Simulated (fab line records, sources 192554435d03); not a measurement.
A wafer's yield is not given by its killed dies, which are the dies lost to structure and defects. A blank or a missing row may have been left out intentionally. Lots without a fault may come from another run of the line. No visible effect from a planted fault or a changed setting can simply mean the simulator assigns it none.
fab line records	flow n5-finfet
[record] lots = 6	wafers = 18	last-day = 19
route steps=1938 shown FIN_SAQP@108 BEOL_M4@1111
lots with no fault: from the same line, run without faults
start-h: the number of hours between the record's first day and the start of the first shown wafer of the lot	wait-h: hours from the lot's prior step to this one	" the same as in the row above	L1.1+2: several wafers, shown together as one row	- no value, or no start was given	* or withheld: withheld	< > ~ a bound
route shown NAME@n: a module of which the file shows steps, and the number in the route of the first	usual: mean and standard deviation over wafers with no fault	same: alike in all rows	chamber/n: place in a boat	sites: the reading at each site	_std_site: the values' standard deviation	_edge_site: mean of outer sites minus mean of inner sites	radius-mm: for every site, how far away it sits from the centre of the wafer	mask NAME#n: copy n	behind: the most recent tool/chamber to have shaped the wafer	hold: why the lot went on hold/how many hours it stayed there/how the hold came to an end	device: the transistor (n, p or np) that didn't switch	end of line: the route-end tests of the same wafers	a step without rows: its recipe alone	killed: count of dies lost to structure and defects at first sort (not the wafer's yield)	map: shows each die of a wafer: x if killed, . if not, _ if none is there
set.NAME: the setting that was run; set.NAME@STEP: the one run at that earlier step	model.NAME: the simulator's own value behind a step, which no gauge read
a table for each step, a row for each wafer; lots at some steps of the route
services: a tool's chamber out of use, with start hour (start-h, from the record's first day; less than 0 if before it), hours out, and reason
[[steps]]
[step N5_FIN_SAQP_EXPOSE_13]
[recipe] mask-id = FIN_CORE	na = 1.35	source-shape = dipole	sigma-inner = 0.538	sigma-outer = 0.738	polarization = te	target-cd-nm = 35.6	dose-mj = 63.25
[step N5_FIN_SAQP_PEB_14]
[recipe] peb-temp-c = withheld	peb-time-s = 60	resist = CAR-ArF
[step N5_FIN_SAQP_DEVELOP_15]
[recipe] develop-time-s = 30	developer = TMAH	resist = CAR-ArF	dev-temp-c = 23	rinse-liquid = diw	dry = air-spin
[step N5_FIN_SAQP_CD_MEAS_16]
[recipe] target-cd-nm = 35.6	landing-energy-ev = 500	detector = se-inlens
[usual] cd-nm = 35.5/0.41
lot.wafer	tool	chamber	start-h	wait-h	cd-nm
L315.1	cd-sem-01	0	33.87	-	35.4
L315.2	"	0	"	"	35.4
L315.3	"	0	"	"	35.0
L320.1	cd-sem-02	0	63.75	-	35.5
L320.4	"	0	"	"	35.5
L320.6	"	0	"	"	35.4
L323.2	cd-sem-02	0	82.27	-	35.9
L323.3	"	0	"	"	35.2
L323.5	"	0	"	"	34.9
L332.1	cd-sem-01	0	136.55	-	35.3
L332.2	"	0	"	"	36.1
L332.3	"	0	"	"	36.2
L334.3	cd-sem-02	0	147.71	-	35.0
L334.5	"	0	"	"	35.4
L334.6	"	0	"	"	35.6
L336.1	cd-sem-01	0	160.26	-	35.5
L336.2	"	0	"	"	35.2
L336.6	"	0	"	"	35.4
[step N5_FIN_SAQP_OVL_MEAS_17]
[recipe] points-per-wafer = 44
[usual] FIN_CORE_OVL = 0.0/0.99
lot.wafer	tool	chamber	start-h	wait-h	FIN_CORE_OVL[nm]
L315.1	overlay-02	0	33.91	0.0	1.8
L315.2	"	0	"	"	0.6
L315.3	"	0	"	"	0.2
L320.1	overlay-02	0	63.79	0.0	-1.9
L320.4	"	0	"	"	-0.8
L320.6	"	0	"	"	-0.7
L323.2	overlay-02	0	82.31	0.0	-0.2
L323.3	"	0	"	"	-0.1
L323.5	"	0	"	"	0.4
L332.1	overlay-02	0	136.59	0.0	-1.5
L332.2	"	0	"	"	-1.6
L332.3	"	0	"	"	-2.3
L334.3	overlay-02	0	147.75	0.0	1.5
L334.5	"	0	"	"	-0.3
L334.6	"	0	"	"	-0.6
L336.1	overlay-01	0	160.30	0.0	-0.8
L336.2	"	0	"	"	-1.8
L336.6	"	0	"	"	-1.3
[step N5_FIN_SAQP_INSPECT_18]
[recipe] mode = adi	inspect-instrument = brightfield
[usual] raw-defect-count = 447/100
lot.wafer	tool	chamber	start-h	wait-h	raw-defect-count
L315.1	defect-inspect-01	-	33.94	0.0	524
L315.2	"	-	"	"	399
L315.3	"	-	"	"	446
L320.1	defect-inspect-01	-	63.82	0.0	432
L320.4	"	-	"	"	594
L320.6	"	-	"	"	593
L323.2	defect-inspect-02	-	82.33	0.0	416
L323.3	"	-	"	"	359
L323.5	"	-	"	"	465
L332.1	defect-inspect-01	-	136.61	0.0	332
L332.2	"	-	"	"	289
L332.3	"	-	"	"	350
L334.3	defect-inspect-01	-	147.77	0.0	408
L334.5	"	-	"	"	451
L334.6	"	-	"	"	439
L336.1	defect-inspect-01	-	160.33	0.0	426
L336.2	"	-	"	"	423
L336.6	"	-	"	"	375
[step N5_FIN_SAQP_DESCUM_21]
[recipe] chemistry = O2	time-s = 7.9	source-power-w = 50	bias-power-w = 20	pressure-mtorr = 20	rf-frequency-hz = 2.712e+07	temp-c = 40	resist = CAR-ArF	o2-flow-sccm = 225
[usual] drypump-motor-current-A = 5.6/0.49	oes-product-au = 0.76/0.071	rf-vpp-V = 243.6/1.2	showerhead-plenum-p-Torr = 2.13/0.059	throttle-valve-pct = 20.5/0.31
lot.wafer	tool	chamber	start-h	wait-h	drypump-motor-current-A	oes-product-au	rf-hours-counter-h	rf-vpp-V	showerhead-plenum-p-Torr	throttle-valve-pct
L315.1	rie-diel-02	0	33.97	0.0	6.2	0.74	166	242.9	2.20	20.9
L315.2	"	2	"	"	5.1	0.75	144	244.6	2.19	20.5
L315.3	"	1	"	"	5.7	0.83	82	244.2	2.14	20.7
L320.1	rie-diel-06	2	63.85	0.0	5.4	0.70	223	244.3	2.16	20.6
L320.4	"	1	"	"	6.5	0.91	-	242.7	2.13	19.9
L320.6	"	0	"	"	5.3	0.78	-	244.3	2.15	20.3
L323.2	rie-diel-02	0	82.36	0.0	6.2	0.73	183	245.2	2.19	20.9
L323.3	"	2	"	"	5.1	0.72	161	244.2	2.18	20.6
L323.5	"	2	"	"	5.1	0.73	-	243.4	2.18	20.6
L332.1	rie-diel-02	3	136.64	0.0	5.3	0.68	235	244.8	2.17	20.8
L332.2	"	1	"	"	5.8	0.78	120	243.3	2.13	20.8
L332.3	"	0	"	"	6.2	0.70	204	242.9	2.18	21.0
L334.3	rie-diel-05	1	147.80	0.0	4.9	0.72	173	243.6	2.09	20.2
L334.5	"	1	"	"	4.9	0.72	-	243.1	2.09	20.2
L334.6	"	2	"	"	6.0	0.87	-	242.9	2.05	20.2
L336.1	rie-diel-05	2	160.46	0.1	5.9	0.85	50	241.9	2.05	20.2
L336.2	"	1	"	"	4.9	0.72	177	243.0	2.09	20.2
L336.6	"	2	"	"	5.9	0.86	-	242.9	2.05	20.2
[step N5_FIN_SAQP_ETCH_51]
[recipe] chemistry = CF4	target = SiARC	target-depth-a = 455	mask-material = CAR-ArF	time-s = 75.8	ion-energy-ev = 80	pressure-mtorr = 40	source-w = 545	bias-w = 36	Ar_flow_sccm = 100	cf4-flow-sccm = 100	ends = cleared
[usual] drypump-motor-current-A = 5.6/0.49	etch-rf-on-time-s = 76.9/2.5	mfc-ar-sccm = 100.01/0.29	oes-product-au = 0.65/0.058	rf-vpp-V = 184.3/1.1	showerhead-plenum-p-Torr = 2.17/0.046	throttle-valve-pct = 15.64/0.27
lot.wafer	tool	chamber	start-h	wait-h	drypump-motor-current-A	etch-rf-on-time-s	mfc-ar-sccm	oes-product-au	rf-hours-counter-h	rf-vpp-V	showerhead-plenum-p-Torr	throttle-valve-pct
L315.1	rie-diel-02	0	34.01	0.0	6.2	77.2	99.84	0.63	166	185.2	2.21	15.89
L315.2	"	2	"	"	5.1	72.0	100.30	0.66	144	185.9	2.22	15.63
L315.3	"	1	"	"	5.8	75.1	100.35	0.70	82	183.3	2.16	15.69
L320.1	rie-diel-06	2	63.88	0.0	5.5	78.0	99.86	0.60	223	186.7	2.17	15.71
L320.4	"	1	"	"	6.4	73.6	99.88	0.76	-	184.3	2.16	14.95
L320.6	"	0	"	"	5.3	76.7	100.18	0.67	-	184.1	2.23	15.76
L323.2	rie-diel-02	0	82.40	0.0	6.2	76.9	100.12	0.61	183	185.7	2.21	15.93
L323.3	"	2	"	"	5.1	72.7	99.98	0.64	161	184.7	2.22	15.65
L323.5	"	2	"	"	5.1	72.8	99.81	0.64	-	184.7	2.22	15.65
L332.1	rie-diel-02	3	136.68	0.0	5.3	75.9	99.72	0.59	235	184.8	2.20	16.08
L332.2	"	1	"	"	5.8	75.4	100.30	0.67	120	185.3	2.14	15.76
L332.3	"	0	"	"	6.1	77.7	99.81	0.60	204	184.1	2.20	15.96
L334.3	rie-diel-05	1	147.84	0.0	4.9	82.5	100.29	0.58	173	183.8	2.15	15.47
L334.5	"	1	"	"	4.9	82.4	99.65	0.59	-	184.6	2.15	15.49
L334.6	"	2	"	"	5.9	78.3	99.89	0.74	-	183.0	2.10	15.38
L336.1	rie-diel-05	2	160.50	0.0	5.9	77.8	99.94	0.73	50	183.5	2.10	15.39
L336.2	"	1	"	"	4.9	81.9	100.13	0.59	177	184.2	2.14	15.49
L336.6	"	2	"	"	5.9	77.5	100.38	0.73	-	182.6	2.10	15.40
[step N5_FIN_SAQP_ETCH_52]
[recipe] chemistry = N2/H2	target = SOC	target-depth-a = 1000	overetch-a = 200	mask-material = SiARC	temp-c = 40	time-s = 150	ion-energy-ev = 200	pressure-mtorr = 30	source-w = 840	bias-w = 150	n2-flow-sccm = 200	h2-flow-sccm = 200	ends = end-point
[usual] drypump-motor-current-A = 5.6/0.49	h2-flow-sccm = 200.0/0.61	oes-product-au = 0.68/0.057	rf-vpp-V = 525.0/1.9	showerhead-plenum-p-Torr = 2.58/0.069	throttle-valve-pct = 17.85/0.29
lot.wafer	tool	chamber	start-h	wait-h	drypump-motor-current-A	h2-flow-sccm	oes-product-au	rf-hours-counter-h	rf-vpp-V	showerhead-plenum-p-Torr	throttle-valve-pct
L315.1	rie-diel-02	0	34.06	0.0	6.2	200.4	0.66	166	526.9	2.64	18.14
L315.2	"	2	"	"	5.1	199.2	0.67	144	527.4	2.68	18.22
L315.3	"	1	"	"	5.8	200.0	0.73	82	523.3	2.58	18.14
L320.1	rie-diel-06	2	63.94	0.0	5.4	199.3	0.63	223	526.9	2.60	17.79
L320.4	"	1	"	"	6.5	200.5	0.79	-	524.3	2.61	17.48
L320.6	"	0	"	"	5.3	199.4	0.70	-	526.0	2.64	17.91
L323.2	rie-diel-02	0	82.46	0.0	6.2	200.6	0.65	183	527.4	2.64	18.17
L323.3	"	2	"	"	5.1	200.1	0.66	161	526.0	2.67	18.26
L323.5	"	2	"	"	5.1	199.6	0.66	-	528.3	2.67	18.25
L332.1	rie-diel-02	3	136.74	0.0	5.3	200.2	0.62	235	525.7	2.60	18.07
L332.2	"	1	"	"	5.8	200.5	0.70	120	524.8	2.57	18.18
L332.3	"	0	"	"	6.1	199.3	0.64	204	526.4	2.63	18.20
L334.3	rie-diel-05	1	147.89	0.0	5.0	199.0	0.64	173	524.3	2.54	17.65
L334.5	"	1	"	"	4.9	199.4	0.64	-	522.8	2.54	17.65
L334.6	"	2	"	"	5.9	200.2	0.78	-	521.7	2.47	17.44
L336.1	rie-diel-05	2	160.55	0.0	5.9	200.1	0.77	50	521.7	2.47	17.46
L336.2	"	1	"	"	4.9	199.9	0.64	177	523.6	2.54	17.67
L336.6	"	2	"	"	5.9	199.9	0.77	-	523.1	2.47	17.44
[step N5_FIN_SAQP_STRIP_53]
[recipe] chemistry = N2/H2	temp-c = 40	n2-flow-sccm = 200	h2-flow-sccm = 200	rf-frequency-hz = 6e+07
[step N5_FIN_SAQP_HM_OPEN_73]
[recipe] chemistry = CHF3/O2	target = SiO2	stop-on = a-Si	target-depth-a = 120	over-etch-frac = 1.8	mask-material = SOC	time-s = 16.8	pressure-mtorr = 30	source-w = 650	bias-w = 170	Ar_flow_sccm = 200	CHF3_flow_sccm = 50	O2_flow_sccm = 5	ion-energy-ev = 200	ends = end-point
[usual] CHF3_flow_sccm = 50.02/0.14	drypump-motor-current-A = 5.6/0.49	mfc-ar-sccm = 200.0/0.55	oes-product-au = 0.46/0.039	rf-vpp-V = 517/14	showerhead-plenum-p-Torr = 2.45/0.052	throttle-valve-pct = 18.86/0.24
lot.wafer	tool	chamber	start-h	wait-h	CHF3_flow_sccm	drypump-motor-current-A	mfc-ar-sccm	oes-product-au	rf-hours-counter-h	rf-vpp-V	showerhead-plenum-p-Torr	throttle-valve-pct
L315.1	rie-diel-02	0	34.17	0.0	49.78	6.2	199.8	0.45	166	538	2.50	19.16
L315.2	"	2	"	"	49.87	5.1	200.4	0.46	144	518	2.51	18.91
L315.3	"	1	"	"	50.08	5.7	199.8	0.49	82	522	2.44	18.96
L320.1	rie-diel-06	2	64.05	0.0	50.10	5.4	200.5	0.42	223	531	2.46	18.88
L320.4	"	1	"	"	50.05	6.5	199.7	0.52	-	525	2.45	18.28
L320.6	"	0	"	"	50.29	5.3	200.8	0.48	-	505	2.52	19.02
L323.2	rie-diel-02	0	82.56	0.0	49.86	6.2	200.1	0.43	183	538	2.50	19.21
L323.3	"	2	"	"	50.07	5.1	200.1	0.44	161	518	2.50	18.93
L323.5	"	2	"	"	50.03	5.1	199.4	0.44	-	515	2.51	18.94
L332.1	rie-diel-02	3	136.84	0.0	50.06	5.3	200.6	0.42	235	499	2.46	19.15
L332.2	"	1	"	"	50.31	5.8	200.6	0.47	120	523	2.42	19.01
L332.3	"	0	"	"	50.23	6.1	199.3	0.42	204	538	2.49	19.23
L334.3	rie-diel-05	1	148.00	0.0	49.93	4.9	199.9	0.44	173	515	2.43	18.74
L334.5	"	1	"	"	50.26	4.9	199.8	0.44	-	513	2.43	18.74
L334.6	"	2	"	"	50.14	5.9	200.4	0.53	-	496	2.37	18.65
L336.1	rie-diel-05	2	160.66	0.0	49.95	5.9	199.7	0.52	50	494	2.36	18.63
L336.2	"	1	"	"	49.81	4.9	200.2	0.44	177	514	2.43	18.77
L336.6	"	2	"	"	50.05	5.9	199.9	0.52	-	496	2.36	18.66
[step N5_FIN_SAQP_STRIP_74]
[recipe] chemistry = CHF3/O2	resist = SiARC	rf-frequency-hz = 6e+07
[step N5_FIN_SAQP_MANDREL_ETCH_22]
[recipe] target-depth-a = 600	chemistry = HBr/Cl2	target = a-Si	stop-on = SiNx	bt-time-s = 10	over-etch-frac = 0.5	time-s = 30	pressure-mtorr = 10	icp-w = 800	bias-w = 75	HBr_flow_sccm = 150	Cl2_flow_sccm = 80	ends = end-point
[usual] drypump-motor-current-A = 5.4/0.38	he-backside-leak-sccm = 2.9/0.36	oes-product-au = 0.765/0.017	over-etch-frac = 0.5/0	throttle-valve-pct = 35.6/0.42
lot.wafer	tool	chamber	start-h	wait-h	drypump-motor-current-A	he-backside-leak-sccm	oes-product-au	over-etch-frac	rf-hours-counter-h	throttle-valve-pct
L315.1	rie-si-03	0	34.26	0.0	5.6	3.4	0.773	0.5	60	34.8
L315.2	"	2	"	"	4.9	2.5	0.745	0.5	196	36.4
L315.3	"	3	"	"	5.5	3.2	0.787	0.5	157	35.8
L320.1	rie-si-03	3	64.13	0.0	5.5	3.4	0.775	0.55452	158	35.8
L320.4	"	0	"	"	5.5	3.2	0.768	0.55452	60	34.8
L320.6	"	1	"	"	5.2	2.4	0.759	0.55452	-	35.4
L323.2	rie-si-03	2	82.65	0.0	4.9	2.5	0.755	0.55452	196	36.4
L323.3	"	3	"	"	5.5	3.0	0.781	0.55452	158	35.8
L323.5	"	2	"	"	5.0	2.5	0.735	0.55452	-	36.4
L332.1	rie-si-03	3	136.93	0.0	5.5	3.2	0.786	0.5	159	35.8
L332.2	"	1	"	"	5.2	2.4	0.749	0.5	124	35.4
L332.3	"	0	"	"	5.6	3.4	0.781	0.5	62	34.8
L334.3	rie-si-01	3	148.09	0.0	5.3	2.9	0.760	0.5	6	35.1
L334.5	"	3	"	"	5.4	2.9	0.764	0.5	-	35.1
L334.6	"	2	"	"	4.9	2.8	0.759	0.5	-	35.7
L336.1	rie-si-02	0	160.74	0.0	5.2	3.1	0.760	0.5	26	35.7
L336.2	"	1	"	"	5.3	3.1	0.767	0.5	125	35.6
L336.6	"	0	"	"	5.2	3.2	0.757	0.5	-	35.7
[step N5_FIN_SAQP_STRIP_55]
[recipe] chemistry = N2/H2	power-w = 500	temp-c = 40	pressure-mtorr = 50	rf-frequency-hz = 6e+07	overash-fraction = 0.3	bias-power-w = 28	h2-frac = 0.5	n2-flow-sccm = 300	h2-flow-sccm = 300
[usual] drypump-motor-current-A = 5.6/0.54	h2-flow-sccm = 300.1/1	oes-product-au = 0.78/0.085	power-w = 500.0/1.6	rf-vpp-V = 122.0/1.3	showerhead-plenum-p-Torr = 3.39/0.091	throttle-valve-pct = 18.8/0.44
lot.wafer	tool	chamber	start-h	wait-h	drypump-motor-current-A	h2-flow-sccm	oes-product-au	power-w	rf-hours-counter-h	rf-vpp-V	showerhead-plenum-p-Torr	throttle-valve-pct
L315.1	rie-diel-06	3	34.37	0.1	4.8	298.2	0.70	498.0	242	121.1	3.31	18.8
L315.2	"	0	"	"	5.3	300.2	0.78	499.9	127	126.0	3.49	18.9
L315.3	"	2	"	"	5.5	301.7	0.70	501.2	215	122.0	3.44	18.5
L320.1	rie-diel-06	1	64.23	0.1	6.5	300.9	0.91	500.3	37	122.3	3.44	18.8
L320.4	"	1	"	"	6.5	300.7	0.90	500.2	-	122.4	3.44	18.8
L320.6	"	2	"	"	5.5	301.4	0.70	500.6	-	123.1	3.44	18.6
L323.2	rie-diel-06	2	82.75	0.1	5.4	300.1	0.70	499.7	230	123.9	3.43	18.6
L323.3	"	3	"	"	4.8	298.2	1.00	497.3	1	121.0	3.31	18.5
L323.5	"	2	"	"	5.4	300.9	0.70	497.3	-	122.5	3.43	18.6
L332.1	rie-diel-05	3	137.03	0.1	5.6	300.7	0.70	502.1	221	121.1	3.44	18.7
L332.2	"	0	"	"	6.3	301.2	0.82	500.3	102	122.9	3.21	18.3
L332.3	"	2	"	"	5.9	301.9	0.88	500.0	42	122.6	3.28	18.3
L334.3	rie-diel-05	2	148.18	0.1	5.9	299.6	0.86	499.7	46	124.9	3.27	18.3
L334.5	"	1	"	"	4.9	299.5	0.72	500.2	-	120.2	3.35	18.8
L334.6	"	0	"	"	6.3	299.5	0.82	497.4	-	120.5	3.21	18.3
L336.1	rie-diel-02	2	160.85	0.1	5.1	299.0	0.70	499.5	188	123.2	3.51	20.0
L336.2	"	3	"	"	5.3	300.9	0.67	499.6	244	122.2	3.43	19.1
L336.6	"	1	"	"	5.7	300.4	0.76	500.0	-	122.6	3.39	19.5
[step N5_BEOL_M4_RC_MEAS_101]
[usual] DIBL_N = 36.5/2.2	DIBL_P = 36.9/2.9	IOFF_N = 0.17/0.044	IOFF_P = 0.22/0.052	ION_N = 671/16	ION_P = 461/10	SS_N = 71.6/0.73	SS_P = 73.5/0.79	VT_N = 250/4.1	VT_P = -250/4.1
lot.wafer	tool	chamber	start-h	wait-h	DIBL_N[mV/V]	DIBL_P[mV/V]	IOFF_N[nA/um]	IOFF_P[nA/um]	ION_N[uA/um]	ION_P[uA/um]	SS_N[mV/dec]	SS_P[mV/dec]	VT_N[mV]	VT_P[mV]
L315.1	prober-01	0	203.00	0.0	35.3	35.6	0.13	0.19	650	447	71.8	72.9	254	-251
L315.2	"	0	"	"	40.3	42.1	0.22	0.30	684	465	72.8	74.7	248	-249
L315.3	"	0	"	"	36.6	38.1	0.15	0.23	671	465	71.7	73.6	251	-247
L320.1	prober-01	0	219.30	0.0	36.7	36.2	0.15	0.24	670	463	71.5	73.9	251	-249
L320.4	"	0	"	"	39.1	39.3	0.20	0.32	661	458	71.8	75.0	249	-242
L320.6	"	0	"	"	34.9	33.4	0.14	0.20	643	453	71.3	73.4	252	-250
L323.2	prober-02	0	252.93	0.2	39.9	42.9	0.25	0.29	687	461	72.6	75.1	242	-247
L323.3	"	0	"	"	32.7	32.2	0.11	0.14	681	461	70.8	72.2	253	-256
L323.5	"	0	"	"	36.3	38.0	0.16	0.20	672	455	71.3	74.1	249	-251
L332.1	prober-02	0	296.85	0.0	38.8	40.5	0.21	0.25	686	460	72.5	73.7	245	-250
L332.2	"	0	"	"	36.8	38.2	0.19	0.23	680	465	71.8	73.5	244	-248
L332.3	"	0	"	"	37.6	38.7	0.19	0.23	680	464	71.8	73.1	246	-248
L334.3	prober-02	0	318.53	0.3	41.2	40.4	0.23	0.27	689	464	72.2	74.5	246	-247
L334.5	"	0	"	"	36.9	34.8	0.13	0.17	645	441	71.2	73.5	254	-253
L334.6	"	0	"	"	38.1	36.7	0.14	0.20	657	452	71.9	73.2	254	-252
L336.1	prober-01	0	340.34	0.0	39.0	41.7	0.23	0.29	690	480	73.1	74.8	244	-245
L336.2	"	0	"	"	36.1	36.9	0.15	0.20	665	458	72.1	73.8	252	-250
L336.6	"	0	"	"	36.4	37.6	0.15	0.21	662	450	71.4	73.3	248	-250
[[services]]
tool	chamber	start-h	hours	kind
rie-diel-02	3	24.79	6.3	repair
rie-diel-05	3	39.99	7.1	repair
rie-diel-02	3	42.32	4.4	repair
rie-diel-06	-	46.53	2.8	pm
rie-diel-06	3	61.57	-	clean
rie-diel-06	3	61.57	-	consumable-replace:focus-ring
rie-diel-06	3	61.57	14.3	scheduled-down
rie-diel-06	3	61.57	14.3	vent-cycle
rie-diel-06	3	89.22	5.0	repair
rie-si-03	2	105.92	3.8	repair
rie-diel-05	1	121.32	1.8	repair
rie-si-03	2	123.05	-	clean
rie-si-03	2	123.05	16.0	scheduled-down
rie-si-03	2	123.05	16.0	vent-cycle
rie-diel-06	2	144.60	-	clean
rie-diel-06	2	144.60	-	consumable-replace:focus-ring
rie-diel-06	2	144.60	14.3	scheduled-down
rie-diel-06	2	144.60	14.3	vent-cycle
rie-si-01	-	157.73	0.3	repair
[[key]]
[first-sign] step = N5_FIN_SAQP_MANDREL_ETCH_22	reading = over-etch-frac	direction = up	sigmas = 99+	usual = 0.5	struck = 0.55452
effect none on later readings
met-at N5_FIN_SAQP_MANDREL_ETCH_22
struck-wafers L320.1,L320.4,L320.6,L323.2,L323.3,L323.5
onset-between 34.26 64.13
[fault] kind = process-parameter-drift	tool = rie-si-03	chamber = -	onset-h = 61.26	steps = N5_FIN_SAQP_MANDREL_ETCH_22	channel = over-etch-frac	offset = 0.054525	shape = step	end-h = 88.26	acts-in = these-recipes-only	stated = 0.5
